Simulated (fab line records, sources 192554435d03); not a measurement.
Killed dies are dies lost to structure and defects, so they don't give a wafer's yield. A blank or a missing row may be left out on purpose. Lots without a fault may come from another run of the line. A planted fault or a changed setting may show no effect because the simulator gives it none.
Chamber matching | flow n5_finfet | N5_BEOL_M6_CURE_75 on uv_cure-03: 3 sister chambers
The step cures SiCOH lowk, time 120 s. 3 wafers are shown with their chamber, then 9 later ones without.

WAFERS WITH THEIR CHAMBER
wafer  | chamber | wafer_temp_C_max
L078.5 | 2       | 372.0
L084.5 | 1       | 371.3
L086.4 | 0       | 371.6

WAFERS WITHOUT THEIR CHAMBER
wafer  | wafer_temp_C_max
L089.2 | 371.0
L089.3 | 370.9
L089.5 | 371.0
L087.1 | 371.0
L087.4 | 371.0
L087.6 | 371.0
L088.1 | 371.4
L088.2 | 370.9
L088.4 | 371.4

WHICH CHAMBER EACH WENT THROUGH
wafer  | from the rows above          | in truth
L089.2 | can't be placed: 1 or 0      | 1
L089.3 | can't be placed: 1 or 0      | 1
L089.5 | can't be placed: 1 or 0      | 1
L087.1 | can't be placed: 1 or 0      | 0
L087.4 | can't be placed: 1 or 0      | 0
L087.6 | can't be placed: 1 or 0      | 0
L088.1 | can't be placed: 1 or 0 or 2 | 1
L088.2 | can't be placed: 1 or 0      | 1
L088.4 | can't be placed: 1 or 0 or 2 | 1
Placed correctly: 0 of 9. Can't be placed from these rows: 9 (the true chamber is among the candidates in 9). Placed wrongly: 0.
How it was worked out, from the rows above alone: a wafer's distance from a chamber is the root of the sum, over the readings, of the square of ((its reading less the chamber's mean) divided by the reading's scatter). The wafer belongs to the nearest chamber; if the next one is less than 2 further off, it can't be placed. A chamber's mean is the mean of its shown wafers. The scatter: with one shown wafer a chamber, the root of the mean of the squares of how far each hidden wafer lies from its nearest shown one.
